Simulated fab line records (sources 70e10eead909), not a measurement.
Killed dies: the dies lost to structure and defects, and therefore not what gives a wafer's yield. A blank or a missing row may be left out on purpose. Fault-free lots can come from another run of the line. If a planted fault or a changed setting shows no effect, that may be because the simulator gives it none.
The tool behind it: which one? + flow nand_harc + 12 lots, 36 wafers sampled, at 5 steps of a route of 1302

== WHAT THE GAUGES READ, wafer by wafer ==
NHARC_END_SORT_01. Usual: killed_at_array 54, standard deviation 18; killed_at_other 0.9, standard deviation 1.2; killed_at_periphery 4.4, standard deviation 2.9; killed_dies 59, standard deviation 18; killed_open 3.2, standard deviation 1.8; killed_short 2.6, standard deviation 1.8.
| lot  | measured     | on        | killed_at_array | killed_at_other | killed_at_periphery | killed_dies | killed_open | killed_short | flag |
|------|--------------|-----------|-----------------|-----------------|---------------------|-------------|-------------|--------------|------|
| L115 | day 28 23:00 | prober-01 | 21 27 21        | 0 0 1           | 8 2 2               | 29 29 24    | 8 5 1       | 4 6 3        |      |
| L118 | day 29 14:12 | prober-01 | 672 670 674     | 1 0 0           | 4 7 3               | 677 677 677 | 1 4 3       | 3 3 1        | OFF  |
| L114 | day 29 19:08 | prober-02 | 664 664 667     | 0 0 0           | 13 13 10            | 677 677 677 | 2 3 5       | 5 4 3        | OFF  |
| L113 | day 31 00:22 | prober-02 | 669 674 675     | 1 1 1           | 7 2 1               | 677 677 677 | 2 2 1       | 3 0 0        | OFF  |
| L123 | day 31 18:24 | prober-02 | 53 62 68        | 0 0 0           | 3 4 4               | 56 66 72    | 2 2 4       | 1 3 2        |      |
| L124 | day 31 16:09 | prober-01 | 47 47 56        | 3 0 1           | 6 5 5               | 56 52 62    | 3 4 2       | 6 2 2        |      |
| L125 | day 31 23:48 | prober-02 | 80 70 68        | 0 1 1           | 6 7 9               | 86 78 78    | 6 1 2       | 4 4 1        |      |
| L126 | day 32 07:33 | prober-01 | 57 60 57        | 6 3 2           | 3 3 3               | 66 66 62    | 2 0 5       | 3 2 1        |      |
| L127 | day 32 17:38 | prober-01 | 75 68 51        | 0 0 1           | 7 5 7               | 82 73 59    | 2 5 2       | 9 3 3        |      |
| L128 | day 32 21:37 | prober-02 | 61 54 58        | 1 1 0           | 4 6 5               | 66 61 63    | 3 6 3       | 3 0 0        |      |

== WHAT TOOL EACH LOT RAN ON (gives the tool, then ch and the chambers of the sampled wafers, and finally the start) ==
| lot  | NHARC_P_BONDPAD_STRIP_15           | NHARC_P_BONDPAD_ANNEAL_28        | NHARC_P_BONDPAD_ACTIVATE_29        | NHARC_A_ZERO_WELL_ETCH_13        |
|------|------------------------------------|----------------------------------|------------------------------------|----------------------------------|
| L115 | rie_diel-13 ch 0,2,3, day 10 19:41 | rtp_anneal-02 ch 0, day 10 21:06 | rie_diel-02 ch 0,2,3, day 10 22:02 | rie_si-01 ch 0,1,3, day 10 23:43 |
| L112 | rie_diel-11 ch 0,1,2, day 10 19:57 | rtp_anneal-02 ch 0, day 10 21:25 | rie_diel-13 ch 0,1,3, day 10 22:22 | rie_si-05 ch 0,3, day 10 23:58   |
| L118 | rie_diel-02 ch 0,1,3, day 11 03:33 | rtp_anneal-02 ch 0, day 11 04:56 | rie_diel-13 ch 1,2, day 11 05:46   | rie_si-01 ch 0,3, day 11 07:23   |
| L114 | rie_diel-13 ch 1,3, day 11 03:50   | rtp_anneal-02 ch 0, day 11 05:48 | rie_diel-13 ch 1,3, day 11 06:41   | rie_si-06 ch 0,1, day 11 08:19   |
| L113 | rie_diel-13 ch 0,3, day 11 09:16   | rtp_anneal-01 ch 0, day 11 10:44 | rie_diel-13 ch 0,2,3, day 11 11:42 | rie_si-01 ch 0,1, day 11 13:18   |
| L123 | rie_diel-11 ch 2,3, day 12 16:44   | rtp_anneal-02 ch 0, day 12 18:13 | rie_diel-13 ch 0,1,3, day 12 19:01 | rie_si-01 ch 0,1,2, day 12 20:39 |
| L124 | rie_diel-13 ch 2,3, day 13 05:19   | rtp_anneal-01 ch 0, day 13 06:38 | rie_diel-02 ch 1,2,3, day 13 07:35 | rie_si-01 ch 1,2, day 13 09:10   |
| L125 | rie_diel-13 ch 0,3, day 13 12:13   | rtp_anneal-02 ch 0, day 13 13:29 | rie_diel-02 ch 1,2,3, day 13 14:28 | rie_si-01 ch 0,1,3, day 13 16:03 |
| L126 | rie_diel-02 ch 0,2,3, day 14 06:25 | rtp_anneal-01 ch 0, day 14 07:43 | rie_diel-11 ch 0,2,3, day 14 08:44 | rie_si-06 ch 0,2,3, day 14 10:17 |
| L127 | rie_diel-02 ch 1,2,3, day 14 08:34 | rtp_anneal-01 ch 0, day 14 09:51 | rie_diel-13 ch 0,1,2, day 14 10:49 | rie_si-05 ch 0,3, day 14 12:23   |
| L128 | rie_diel-13 ch 0,2,3, day 14 19:35 | rtp_anneal-01 ch 0, day 14 20:53 | rie_diel-13 ch 0,1,3, day 14 21:50 | rie_si-01 ch 0,2,3, day 14 23:25 |
| L131 | rie_diel-02 ch 1,3, day 16 02:59   | rtp_anneal-01 ch 0, day 16 04:18 | rie_diel-02 ch 0,2,3, day 16 05:11 | rie_si-06 ch 1,2,3, day 16 06:40 |
- NHARC_P_BONDPAD_STRIP_15: strips in O2.
- NHARC_P_BONDPAD_ANNEAL_28: time 90 s.
- NHARC_P_BONDPAD_ACTIVATE_29: chemistry N2, time 60 s.
- NHARC_A_ZERO_WELL_ETCH_13: etches the open film in HBr/Cl2, target depth 120 nm, time 40.1 s.

== WHAT THE TOOLS THEMSELVES READ (means of the sampled wafers that have a number; where no wafer has one, the mark that the record gives instead) ==
NHARC_P_BONDPAD_STRIP_15. Usual: drypump_motor_current_A 5.76 A, standard deviation 0.27; mfc_ar_sccm 0.006 sccm, standard deviation 0.011; oes_product_au 0.997 a.u., standard deviation 0.012; rf_vpp_V 57.8 V, standard deviation 0.93; showerhead_plenum_p_Torr 3.50 Torr, standard deviation 0.12; throttle_valve_pct 17.036 %, standard deviation 0.0082.
| lot  | tool        | drypump_motor_current_A (A) | mfc_ar_sccm (sccm) | oes_product_au (a.u.) | rf_vpp_V (V) | showerhead_plenum_p_Torr (Torr) | throttle_valve_pct (%) | flag |
|------|-------------|-----------------------------|--------------------|-----------------------|--------------|---------------------------------|------------------------|------|
| L115 | rie_diel-13 | 5.79                        | 0.000              | 0.998                 | 57.6         | 3.42                            | 17.039                 |      |
| L112 | rie_diel-11 | 5.59                        | 0.007              | 0.993                 | 56.9         | 3.47                            | 17.042                 |      |
| L118 | rie_diel-02 | 5.76                        | 0.012              | 0.994                 | 58.0         | 3.53                            | 17.034                 |      |
| L114 | rie_diel-13 | 5.49                        | 0.000              | 0.989                 | 57.5         | 3.52                            | 17.032                 |      |
| L113 | rie_diel-13 | 5.74                        | 0.000              | 1.010                 | 56.9         | 3.39                            | 17.036                 |      |
| L123 | rie_diel-11 | 5.72                        | 0.012              | 0.992                 | 58.0         | 3.55                            | 17.032                 |      |
| L124 | rie_diel-13 | 5.89                        | 0.000              | 0.993                 | 58.1         | 3.45                            | 17.039                 |      |
| L125 | rie_diel-13 | 5.57                        | 0.000              | 0.994                 | 57.8         | 3.41                            | 17.041                 |      |
| L126 | rie_diel-02 | 5.65                        | 0.019              | 0.988                 | 58.0         | 3.56                            | 17.034                 |      |
| L127 | rie_diel-02 | 5.78                        | 0.011              | 0.997                 | 57.6         | 3.46                            | 17.028                 |      |
| L128 | rie_diel-13 | 5.81                        | 0.000              | 0.991                 | 57.3         | 3.42                            | 17.041                 |      |
| L131 | rie_diel-02 | 5.87                        | 0.003              | 0.999                 | 58.1         | 3.43                            | 17.035                 |      |

NHARC_P_BONDPAD_ANNEAL_28. Usual: wafer_temp_C_max reads 226.02 (standard deviation 0.26).
| lot  | tool          | wafer_temp_C_max | flag |
|------|---------------|------------------|------|
| L115 | rtp_anneal-02 | 225.93           |      |
| L112 | rtp_anneal-02 | 226.08           |      |
| L118 | rtp_anneal-02 | 226.39           |      |
| L114 | rtp_anneal-02 | 225.89           |      |
| L113 | rtp_anneal-01 | 225.94           |      |
| L123 | rtp_anneal-02 | 225.97           |      |
| L124 | rtp_anneal-01 | 225.94           |      |
| L125 | rtp_anneal-02 | 226.41           |      |
| L126 | rtp_anneal-01 | 225.88           |      |
| L127 | rtp_anneal-01 | 226.02           |      |
| L128 | rtp_anneal-01 | 226.00           |      |
| L131 | rtp_anneal-01 | 225.67           |      |

NHARC_P_BONDPAD_ACTIVATE_29. Usual: drypump_motor_current_A 5.76 A, standard deviation 0.27; mfc_ar_sccm 0.007 sccm, standard deviation 0.011; oes_product_au 0.995 a.u., standard deviation 0.011; rf_vpp_V 64.1 V, standard deviation 0.9; showerhead_plenum_p_Torr 1.76 Torr, standard deviation 0.068.
| lot  | tool        | drypump_motor_current_A (A) | mfc_ar_sccm (sccm) | oes_product_au (a.u.) | rf_vpp_V (V) | showerhead_plenum_p_Torr (Torr) | flag |
|------|-------------|-----------------------------|--------------------|-----------------------|--------------|---------------------------------|------|
| L115 | rie_diel-02 | 5.66                        | 0.019              | 0.983                 | 64.4         | 1.79                            |      |
| L112 | rie_diel-13 | 5.65                        | 0.000              | 0.997                 | 63.7         | 1.75                            |      |
| L118 | rie_diel-13 | 5.95                        | 0.000              | 1.000                 | 63.6         | 1.77                            |      |
| L114 | rie_diel-13 | 5.58                        | 0.000              | 0.987                 | 64.9         | 1.80                            |      |
| L113 | rie_diel-13 | 5.82                        | 0.000              | 0.992                 | 64.7         | 1.71                            |      |
| L123 | rie_diel-13 | 5.64                        | 0.000              | 0.999                 | 64.2         | 1.75                            |      |
| L124 | rie_diel-02 | 5.79                        | 0.011              | 0.991                 | 62.7         | 1.73                            |      |
| L125 | rie_diel-02 | 5.80                        | 0.011              | 0.992                 | 64.0         | 1.73                            |      |
| L126 | rie_diel-11 | 5.82                        | 0.006              | 0.995                 | 64.4         | 1.80                            |      |
| L127 | rie_diel-13 | 5.89                        | 0.000              | 0.999                 | 64.3         | 1.75                            |      |
| L128 | rie_diel-13 | 5.64                        | 0.000              | 0.986                 | 64.4         | 1.75                            |      |
| L131 | rie_diel-02 | 5.65                        | 0.019              | 0.999                 | 64.6         | 1.78                            |      |

NHARC_A_ZERO_WELL_ETCH_13. Usual: bias_w 100.04 W, standard deviation 0.28; chamber_pressure_mTorr 15.000 mTorr, standard deviation 0.014; drypump_motor_current_A 5.8 A, standard deviation 0.34; he_backside_leak_sccm 2.77 sccm, standard deviation 0.28; oes_product_au 0.995 a.u., standard deviation 0.0086; throttle_valve_pct 26.405 %, standard deviation 0.0096.
| lot  | tool      | bias_w (W) | chamber_pressure_mTorr (mTorr) | drypump_motor_current_A (A) | he_backside_leak_sccm (sccm) | oes_product_au (a.u.) | throttle_valve_pct (%) | flag |
|------|-----------|------------|--------------------------------|-----------------------------|------------------------------|-----------------------|------------------------|------|
| L115 | rie_si-01 | 100.08     | 14.991                         | 5.8                         | 2.65                         | 0.989                 | 26.408                 |      |
| L112 | rie_si-05 | 100.01     | 14.996                         | 6.0                         | 2.87                         | 1.007                 | 26.406                 |      |
| L118 | rie_si-01 | -          | -                              | -                           | -                            | -                     | -                      | OFF  |
| L114 | rie_si-06 | -          | -                              | -                           | -                            | -                     | -                      | OFF  |
| L113 | rie_si-01 | -          | -                              | -                           | -                            | -                     | -                      | OFF  |
| L123 | rie_si-01 | 100.02     | 14.993                         | 6.0                         | 2.73                         | 0.995                 | 26.416                 |      |
| L124 | rie_si-01 | 99.99      | 14.984                         | 6.1                         | 2.71                         | 0.991                 | 26.399                 |      |
| L125 | rie_si-01 | 99.66      | 14.990                         | 5.9                         | 2.44                         | 0.990                 | 26.409                 |      |
| L126 | rie_si-06 | 100.17     | 14.991                         | 5.6                         | 2.70                         | 0.999                 | 26.408                 |      |
| L127 | rie_si-05 | 100.33     | 14.988                         | 6.0                         | 3.02                         | 0.992                 | 26.405                 |      |
| L128 | rie_si-01 | 100.21     | 14.991                         | 6.1                         | 2.65                         | 0.995                 | 26.400                 |      |
| L131 | rie_si-06 | 100.07     | 15.011                         | 5.7                         | 2.68                         | 1.000                 | 26.404                 |      |

== THE ANSWER, worked out from the rows above alone ==
Rule: a lot counts as off when the mean over its wafers that have a number is more than 3 standard deviations away from the usual mean. Also off: a lot with no number at a reading for which 4 or more lots have one. Where the step has rows for the other lots, those lots are counted as sound. Order of review: gauges by route order, followed by the tools' own readings, for which a lot's mean as printed above is used. At the first step where some lot is off, the reading lying furthest off is the one used; lots without a number count as furthest.
Off: L118, L114, L113 (NHARC_END_SORT_01, killed_at_array). Neither off nor sound, because the step has no rows for them: L112, L131.
If a tool, at a process step before that reading, ran all the lots that are off and no sound lot after the first of them, it fits. Not tried: the gauges at NHARC_END_SORT_01; whatever is off there is also off at NHARC_A_ZERO_WELL_ETCH_13, on other tools, and gauge error can't account for it. Of those tried, none fits.

== WHAT WAS PUT IN BY THE SIMULATOR ==
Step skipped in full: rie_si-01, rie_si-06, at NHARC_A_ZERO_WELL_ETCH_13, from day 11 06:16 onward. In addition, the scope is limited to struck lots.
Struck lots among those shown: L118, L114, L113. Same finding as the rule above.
